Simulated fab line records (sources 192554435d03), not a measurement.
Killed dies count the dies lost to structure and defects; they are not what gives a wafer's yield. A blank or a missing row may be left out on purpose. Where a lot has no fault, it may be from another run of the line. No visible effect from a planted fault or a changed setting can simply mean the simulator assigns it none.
Split-lot trial :: flow n5Finfet :: 21 wafers read across 7 lots, on a route 1938 steps long

== ABOUT THE SPLIT ==
At N5_SDB_ALD_29 (deposits SiNx, target thk 30 nm, pulse time 1 s, ald cycles 600), the setting aldCycles was moved away from the recipe's 600 on 8 of the 21 wafers read, by -12.3% to +14.2%. For the rest of the wafers, this setting stayed at what the recipe calls for.

Reading taken at the split's own step.

== THE READING ==
SiNx_of_SDB_ALD_29.thkNm (the simulator's own value, which no gauge read), in nm, at N5_SDB_ALD_29 (deposits SiNx, target thk 30 nm, pulse time 1 s, ald cycles 600). The file does not state a usual value for it. Average 30.0 nm, standard deviation 0.17 nm, over the 13 wafers here run with the recipe.

wafer: L078.1
tool, chamber at the split: aldSin-03, 2,3
aldCycles as run: 600
against the recipe: recipe
SiNx_of_SDB_ALD_29.thkNm, nm: 29.8
against lot-mates on the recipe: -

wafer: L078.3
tool, chamber at the split: aldSin-03, 2,3
aldCycles as run: 600
against the recipe: recipe
SiNx_of_SDB_ALD_29.thkNm, nm: 29.8
against lot-mates on the recipe: -

wafer: L078.5
tool, chamber at the split: aldSin-03, 0
aldCycles as run: 650
against the recipe: +8.3%
SiNx_of_SDB_ALD_29.thkNm, nm: 32.4
against lot-mates on the recipe: +2.6

wafer: L080.2
tool, chamber at the split: aldSin-02, 0
aldCycles as run: 685
against the recipe: +14.2%
SiNx_of_SDB_ALD_29.thkNm, nm: 34.2
against lot-mates on the recipe: +4.2

wafer: L080.3
tool, chamber at the split: aldSin-02, 1
aldCycles as run: 685
against the recipe: +14.2%
SiNx_of_SDB_ALD_29.thkNm, nm: 34
against lot-mates on the recipe: +4.0

wafer: L080.4
tool, chamber at the split: aldSin-02, 3
aldCycles as run: 600
against the recipe: recipe
SiNx_of_SDB_ALD_29.thkNm, nm: 30
against lot-mates on the recipe: -

wafer: L082.3
tool, chamber at the split: aldSin-03, 3,2
aldCycles as run: 600
against the recipe: recipe
SiNx_of_SDB_ALD_29.thkNm, nm: 29.8
against lot-mates on the recipe: -

wafer: L082.6
tool, chamber at the split: aldSin-03, 3,2
aldCycles as run: 600
against the recipe: recipe
SiNx_of_SDB_ALD_29.thkNm, nm: 29.8
against lot-mates on the recipe: -

wafer: L082.5
tool, chamber at the split: aldSin-03, 1
aldCycles as run: 600
against the recipe: recipe
SiNx_of_SDB_ALD_29.thkNm, nm: 30
against lot-mates on the recipe: -

wafer: L085.1
tool, chamber at the split: aldSin-04, 2
aldCycles as run: 600
against the recipe: recipe
SiNx_of_SDB_ALD_29.thkNm, nm: 30.2
against lot-mates on the recipe: -

wafer: L085.5
tool, chamber at the split: aldSin-04, 3
aldCycles as run: 600
against the recipe: recipe
SiNx_of_SDB_ALD_29.thkNm, nm: 30.4
against lot-mates on the recipe: -

wafer: L085.6
tool, chamber at the split: aldSin-04, 0
aldCycles as run: 552
against the recipe: -8.0%
SiNx_of_SDB_ALD_29.thkNm, nm: 27.8
against lot-mates on the recipe: -2.5

wafer: L089.3
tool, chamber at the split: aldSin-02, 2,0,2
aldCycles as run: 600
against the recipe: recipe
SiNx_of_SDB_ALD_29.thkNm, nm: 30
against lot-mates on the recipe: -

wafer: L089.5
tool, chamber at the split: aldSin-02, 2,0,2
aldCycles as run: 600
against the recipe: recipe
SiNx_of_SDB_ALD_29.thkNm, nm: 30
against lot-mates on the recipe: -

wafer: L089.6
tool, chamber at the split: aldSin-02, 2,0,2
aldCycles as run: 600
against the recipe: recipe
SiNx_of_SDB_ALD_29.thkNm, nm: 30
against lot-mates on the recipe: -

wafer: L092.2
tool, chamber at the split: aldSin-04, 3
aldCycles as run: 650
against the recipe: +8.3%
SiNx_of_SDB_ALD_29.thkNm, nm: 32.8
against lot-mates on the recipe: +2.8

wafer: L092.6
tool, chamber at the split: aldSin-04, 3
aldCycles as run: 650
against the recipe: +8.3%
SiNx_of_SDB_ALD_29.thkNm, nm: 32.8
against lot-mates on the recipe: +2.8

wafer: L092.5
tool, chamber at the split: aldSin-04, 2
aldCycles as run: 600
against the recipe: recipe
SiNx_of_SDB_ALD_29.thkNm, nm: 30
against lot-mates on the recipe: -

wafer: L094.1
tool, chamber at the split: aldSin-04, 2
aldCycles as run: 600
against the recipe: recipe
SiNx_of_SDB_ALD_29.thkNm, nm: 29.8
against lot-mates on the recipe: -

wafer: L094.3
tool, chamber at the split: aldSin-04, 3,1
aldCycles as run: 526
against the recipe: -12.3%
SiNx_of_SDB_ALD_29.thkNm, nm: 26.4
against lot-mates on the recipe: -3.4

wafer: L094.4
tool, chamber at the split: aldSin-04, 3,1
aldCycles as run: 526
against the recipe: -12.3%
SiNx_of_SDB_ALD_29.thkNm, nm: 26.4
against lot-mates on the recipe: -3.4
The file does not say which wafer passed through which chamber wherever a row lists several chambers: such a row stands for several wafers.

THE FIT
A straight line over all 21 wafers: SiNx_of_SDB_ALD_29.thkNm changes by +0.295 nm for each +1% of aldCycles; r = +1.00; the points scatter about the line by 0.19 nm.
The same after taking each lot's own level away (the mean of its wafers on the recipe; 21 wafers): +0.294 nm for each +1%; r = +1.00; scatter 0.15 nm.
Per that fit: largest aldCycles move, reading shift of 4.2 nm.
The span of the lots' own levels, 29.80 to 30.30 nm, comes to 2.9 times the standard deviation stated above.
Consequently the slope shifts little with the lot-to-lot level, the two slopes agreeing.
Check: +4.22 nm against its lot-mates is what the line predicts for one of the wafers moved furthest among these (+14.2%) when that wafer is left out of the fit. It came out at +4.2 nm against them.

== THESE WAFERS: OTHER SPLITS ==
Before the reading, these wafers also passed through other splits. Each is held against what the fit with the lots' levels taken away leaves over:
other split on the same wafers: N5_ZERO_LAYER_COAT_05 spinRpm
wafers away from the commonest value: 9
r with SiNx_of_SDB_ALD_29.thkNm (lot level and that fit taken away): -0.37

other split on the same wafers: N5_ZERO_LAYER_DEVELOP_10 developTimeS
wafers away from the commonest value: 10
r with SiNx_of_SDB_ALD_29.thkNm (lot level and that fit taken away): -0.06

other split on the same wafers: N5_FIN_SAQP_ETCH_65 timeS
wafers away from the commonest value: 2
r with SiNx_of_SDB_ALD_29.thkNm (lot level and that fit taken away): -0.54

other split on the same wafers: N5_SD_EPI_N_COAT_32 spinRpm
wafers away from the commonest value: 6
r with SiNx_of_SDB_ALD_29.thkNm (lot level and that fit taken away): -0.46

other split on the same wafers: N5_SD_EPI_N_COAT_33 spinRpm
wafers away from the commonest value: 4
r with SiNx_of_SDB_ALD_29.thkNm (lot level and that fit taken away): -0.27

other split on the same wafers: N5_SD_EPI_P_COAT_34 spinRpm
wafers away from the commonest value: 3
r with SiNx_of_SDB_ALD_29.thkNm (lot level and that fit taken away): -0.24

other split on the same wafers: N5_SD_EPI_P_PEB_07 pebTimeS
wafers away from the commonest value: 10
r with SiNx_of_SDB_ALD_29.thkNm (lot level and that fit taken away): +0.50

other split on the same wafers: N5_SDB_CUT_ETCH_26 icpW
wafers away from the commonest value: 8
r with SiNx_of_SDB_ALD_29.thkNm (lot level and that fit taken away): +0.29

== THE WHOLE CHAIN: every reading that the file lists as answering this split, in the file's order ==
step: N5_SDB_ALD_29
what it does: deposits SiNx, target thk 30 nm, pulse time 1 s, ald cycles 600
reading: SiNx_of_SDB_ALD_29.thkNm (the simulator's own value, which no gauge read)
change (the file's fit): +0.297 nm for each +1% of the setting
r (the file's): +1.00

step: N5_SDB_CMP_30
what it does: polishes, stops on poly-Si, t overpolish 1.54 s, target thk 30 nm
reading: SiNx_of_SDB_ALD_29.thkNm (the simulator's own value, which no gauge read)
change (the file's fit): not straight: 26.4 at the lowest setting, 29.97 at the recipe, 29.9 at the highest
r (the file's): not given

== FILE'S OWN FIT ==
SiNx_of_SDB_ALD_29.thkNm changes by +0.297 nm for each +1% of aldCycles, r = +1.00.
